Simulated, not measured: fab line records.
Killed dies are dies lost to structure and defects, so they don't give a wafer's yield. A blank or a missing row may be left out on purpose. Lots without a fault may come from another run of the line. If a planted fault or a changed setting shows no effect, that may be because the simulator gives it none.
Chamber matching	flow nand harc	ald metal-04 running NHARC_A_WL_FILL_ALD_19: 4 sister chambers
The step deposits TiN, target thk 2 nm, pulse time 3 s, ald cycles 100. 8 wafers are shown with their chamber, then 9 later ones without.

== EACH WAFER AND ITS CHAMBER ==
wafer	chamber	heater power w (W)	precursor pulse height rel
L084.1	3	1173	1.017
L085.3	0	1003	1.003
L085.6	1	1315	1.019
L088.5	1	1319	1.013
L088.6	2	1189	0.983
L091.1	3	1160	1.017
L091.2	0	1000	0.999
L091.3	2	1224	1.003

== WAFERS WHOSE CHAMBER IS MISSING ==
wafer	heater power w (W)	precursor pulse height rel
L091.4	1267	1.007
L091.5	1210	0.988
L091.6	1305	0.990
L093.3	1235	1.026
L093.5	991	1.025
L093.6	1191	1.007
L095.1	1107	0.979
L095.5	1213	0.991
L095.6	1283	0.999

== CHAMBER TAKEN BY EACH ==
wafer	from the rows above	in truth
L091.4	can't be placed: 1 or 2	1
L091.5	2	2
L091.6	1	1
L093.3	can't be placed: 2 or 3 or 1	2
L093.5	0	0
L093.6	can't be placed: 2 or 3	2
L095.1	can't be placed: 3 or 2 or 0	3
L095.5	2	2
L095.6	1	1
5 of 9 placed correctly. Can't be placed from these rows: 4 (the true chamber is among the candidates in 4). 0 placed wrongly.
How it was worked out, from the rows above alone: a wafer's distance from a chamber is the root of the sum, over the readings, of the square of ((its reading less the chamber's mean) divided by the reading's scatter). The wafer belongs to the nearest chamber; if the next one is less than 2 further off, it can't be placed. Each chamber's mean is taken over the wafers shown for it. The scatter is the square root of a quotient: the sum, over the shown wafers, of each reading's squared deviation from its chamber's mean, divided by wafers minus chambers.
